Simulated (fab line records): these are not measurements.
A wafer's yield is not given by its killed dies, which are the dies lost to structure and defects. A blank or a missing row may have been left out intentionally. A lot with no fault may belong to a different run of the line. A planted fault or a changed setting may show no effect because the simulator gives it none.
Matching of chambers / flow n5-finfet / N5_FIN_SAQP_SPACER2_ETCHBACK_29 on rie-diel-06 has 4 sister chambers
The step etches SiO2 in CHF3/O2, target depth 12.2 nm, time 6.1 s. 27 wafers are shown with their chamber, then 12 later ones without.

== WAFERS PAIRED WITH THEIR CHAMBERS ==
wafer=L075.1; chamber=2; drypump-motor-current-A (A)=5.5; rf-vpp-V (V)=523; showerhead-plenum-p-Torr (Torr)=2.45
wafer=L075.5; chamber=0; drypump-motor-current-A (A)=5.6; rf-vpp-V (V)=497; showerhead-plenum-p-Torr (Torr)=2.29
wafer=L075.6; chamber=1; drypump-motor-current-A (A)=4.9; rf-vpp-V (V)=535; showerhead-plenum-p-Torr (Torr)=2.45
wafer=L076.1; chamber=0; drypump-motor-current-A (A)=5.5; rf-vpp-V (V)=496; showerhead-plenum-p-Torr (Torr)=2.29
wafer=L076.3; chamber=2; drypump-motor-current-A (A)=5.5; rf-vpp-V (V)=522; showerhead-plenum-p-Torr (Torr)=2.45
wafer=L076.5; chamber=1; drypump-motor-current-A (A)=4.9; rf-vpp-V (V)=535; showerhead-plenum-p-Torr (Torr)=2.45
wafer=L080.2; chamber=0; drypump-motor-current-A (A)=5.5; rf-vpp-V (V)=497; showerhead-plenum-p-Torr (Torr)=2.29
wafer=L080.3; chamber=2; drypump-motor-current-A (A)=5.5; rf-vpp-V (V)=523; showerhead-plenum-p-Torr (Torr)=2.44
wafer=L080.6; chamber=2; drypump-motor-current-A (A)=5.5; rf-vpp-V (V)=524; showerhead-plenum-p-Torr (Torr)=2.44
wafer=L081.1; chamber=3; drypump-motor-current-A (A)=5.3; rf-vpp-V (V)=517; showerhead-plenum-p-Torr (Torr)=2.38
wafer=L081.4; chamber=0; drypump-motor-current-A (A)=5.5; rf-vpp-V (V)=497; showerhead-plenum-p-Torr (Torr)=2.29
wafer=L081.6; chamber=1; drypump-motor-current-A (A)=4.9; rf-vpp-V (V)=534; showerhead-plenum-p-Torr (Torr)=2.45
wafer=L082.1; chamber=1; drypump-motor-current-A (A)=4.9; rf-vpp-V (V)=536; showerhead-plenum-p-Torr (Torr)=2.44
wafer=L082.2; chamber=2; drypump-motor-current-A (A)=5.5; rf-vpp-V (V)=523; showerhead-plenum-p-Torr (Torr)=2.44
wafer=L082.5; chamber=1; drypump-motor-current-A (A)=4.9; rf-vpp-V (V)=536; showerhead-plenum-p-Torr (Torr)=2.44
wafer=L085.2; chamber=2; drypump-motor-current-A (A)=5.5; rf-vpp-V (V)=523; showerhead-plenum-p-Torr (Torr)=2.44
wafer=L085.3; chamber=1; drypump-motor-current-A (A)=4.9; rf-vpp-V (V)=535; showerhead-plenum-p-Torr (Torr)=2.44
wafer=L085.5; chamber=3; drypump-motor-current-A (A)=5.3; rf-vpp-V (V)=518; showerhead-plenum-p-Torr (Torr)=2.37
wafer=L086.1; chamber=1; drypump-motor-current-A (A)=4.9; rf-vpp-V (V)=536; showerhead-plenum-p-Torr (Torr)=2.44
wafer=L086.5; chamber=0; drypump-motor-current-A (A)=5.5; rf-vpp-V (V)=497; showerhead-plenum-p-Torr (Torr)=2.28
wafer=L086.6; chamber=1; drypump-motor-current-A (A)=4.9; rf-vpp-V (V)=534; showerhead-plenum-p-Torr (Torr)=2.44
wafer=L087.2; chamber=3; drypump-motor-current-A (A)=5.3; rf-vpp-V (V)=519; showerhead-plenum-p-Torr (Torr)=2.37
wafer=L087.3; chamber=1; drypump-motor-current-A (A)=4.9; rf-vpp-V (V)=534; showerhead-plenum-p-Torr (Torr)=2.44
wafer=L087.5; chamber=3; drypump-motor-current-A (A)=5.3; rf-vpp-V (V)=519; showerhead-plenum-p-Torr (Torr)=2.37
wafer=L092.1; chamber=0; drypump-motor-current-A (A)=5.5; rf-vpp-V (V)=496; showerhead-plenum-p-Torr (Torr)=2.27
wafer=L092.2; chamber=3; drypump-motor-current-A (A)=5.3; rf-vpp-V (V)=518; showerhead-plenum-p-Torr (Torr)=2.37
wafer=L092.3; chamber=1; drypump-motor-current-A (A)=4.9; rf-vpp-V (V)=534; showerhead-plenum-p-Torr (Torr)=2.43

SIGNATURES (means of the wafers above)
reading=drypump-motor-current-A; chamber 0=5.517; chamber 1=4.900; chamber 2=5.500; chamber 3=5.300; scatter within a chamber=0.019
reading=rf-vpp-V; chamber 0=496.67; chamber 1=534.90; chamber 2=523.00; chamber 3=518.20; scatter within a chamber=0.753
reading=showerhead-plenum-p-Torr; chamber 0=2.2850; chamber 1=2.4420; chamber 2=2.4433; chamber 3=2.3720; scatter within a chamber=0.00634
Rule: for each reading, subtract the chamber's mean from the wafer's reading, divide by that reading's scatter and square the result; add these up over the readings and take the root, which gives the wafer's distance from the chamber. If the next closest chamber is less than 2 further off than the closest, the wafer can't be placed; otherwise it belongs to the closest. The scatter: take each reading less its chamber's mean, square it, sum over the shown wafers, divide by the number of wafers less the number of chambers, and take the root.

== WAFERS WHOSE CHAMBER IS MISSING ==
wafer=L093.1; drypump-motor-current-A (A)=5.6; rf-vpp-V (V)=497; showerhead-plenum-p-Torr (Torr)=2.27
wafer=L093.4; drypump-motor-current-A (A)=5.3; rf-vpp-V (V)=518; showerhead-plenum-p-Torr (Torr)=2.37
wafer=L093.5; drypump-motor-current-A (A)=4.9; rf-vpp-V (V)=532; showerhead-plenum-p-Torr (Torr)=2.43
wafer=L094.2; drypump-motor-current-A (A)=4.9; rf-vpp-V (V)=534; showerhead-plenum-p-Torr (Torr)=2.43
wafer=L094.4; drypump-motor-current-A (A)=5.5; rf-vpp-V (V)=522; showerhead-plenum-p-Torr (Torr)=2.43
wafer=L094.5; drypump-motor-current-A (A)=4.9; rf-vpp-V (V)=534; showerhead-plenum-p-Torr (Torr)=2.43
wafer=L095.2; drypump-motor-current-A (A)=5.3; rf-vpp-V (V)=518; showerhead-plenum-p-Torr (Torr)=2.37
wafer=L095.3; drypump-motor-current-A (A)=5.5; rf-vpp-V (V)=523; showerhead-plenum-p-Torr (Torr)=2.43
wafer=L095.4; drypump-motor-current-A (A)=5.5; rf-vpp-V (V)=523; showerhead-plenum-p-Torr (Torr)=2.43
wafer=L097.1; drypump-motor-current-A (A)=5.3; rf-vpp-V (V)=519; showerhead-plenum-p-Torr (Torr)=2.37
wafer=L097.5; drypump-motor-current-A (A)=5.3; rf-vpp-V (V)=518; showerhead-plenum-p-Torr (Torr)=2.37
wafer=L097.6; drypump-motor-current-A (A)=5.5; rf-vpp-V (V)=524; showerhead-plenum-p-Torr (Torr)=2.43

== WHICH CHAMBER EACH WENT THROUGH ==
wafer=L093.1; from the rows above=0; in truth=0
wafer=L093.4; from the rows above=3; in truth=3
wafer=L093.5; from the rows above=1; in truth=1
wafer=L094.2; from the rows above=1; in truth=1
wafer=L094.4; from the rows above=2; in truth=2
wafer=L094.5; from the rows above=1; in truth=1
wafer=L095.2; from the rows above=3; in truth=3
wafer=L095.3; from the rows above=2; in truth=2
wafer=L095.4; from the rows above=2; in truth=2
wafer=L097.1; from the rows above=3; in truth=3
wafer=L097.5; from the rows above=3; in truth=3
wafer=L097.6; from the rows above=2; in truth=2
Correct placement for 12 of the 12. Number that these rows cannot place: 0. 0 placed wrongly.
